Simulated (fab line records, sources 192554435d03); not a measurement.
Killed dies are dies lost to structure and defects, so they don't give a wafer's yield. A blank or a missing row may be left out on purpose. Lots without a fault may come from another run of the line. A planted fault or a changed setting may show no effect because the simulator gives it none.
Which tool did it? | flow n5_finfet | 10 lots, 30 wafers sampled, at 1 step of a route of 1938

WHAT THE GAUGES READ, wafer by wafer
N5_BEOL_M12_INSPECT_12: inspects for defects (macro).
lot  | measured     | on                | raw_defect_count
L381 | day 10 07:01 | defect_inspect-02 | 2 1 2
L383 | day 10 21:12 | defect_inspect-02 | 0 2 0
L384 | day 11 03:46 | defect_inspect-01 | 3 1 2
L385 | day 11 06:06 | defect_inspect-01 | 0 2 4
L387 | day 11 22:47 | defect_inspect-01 | 3 2 2
L394 | day 13 20:06 | defect_inspect-02 | 2 4 1
L397 | day 15 02:21 | defect_inspect-01 | 0 2 1
L401 | day 16 04:11 | defect_inspect-01 | 0 2 1
L402 | day 16 14:18 | defect_inspect-02 | 1 3 0
L403 | day 16 22:22 | defect_inspect-02 | 1 4 5

WHICH TOOL RAN EACH LOT (tool, then ch and the chambers of the sampled wafers, then the start)
The record holds no process step before these readings.

THE ANSWER, worked out from the rows above alone
Rule: what is usual is taken from the lots themselves. Put in order of their means at a reading, lots are off if they are a third of the lots or fewer, leave a main group of 4 or more, and stand apart from it by a gap of 3 or more times the standard deviation of the main group's means; of several such gaps the widest counts. A main group whose means are all the same, to the digits that the tables above print for the reading, isn't used. A lot without any number at a reading at which 4 lots or more have one is off too. The other lots that the step has rows for count as sound.
No lot is off at any reading shown: from this, nothing can be told.

WHAT THE SIMULATOR HAD PUT IN
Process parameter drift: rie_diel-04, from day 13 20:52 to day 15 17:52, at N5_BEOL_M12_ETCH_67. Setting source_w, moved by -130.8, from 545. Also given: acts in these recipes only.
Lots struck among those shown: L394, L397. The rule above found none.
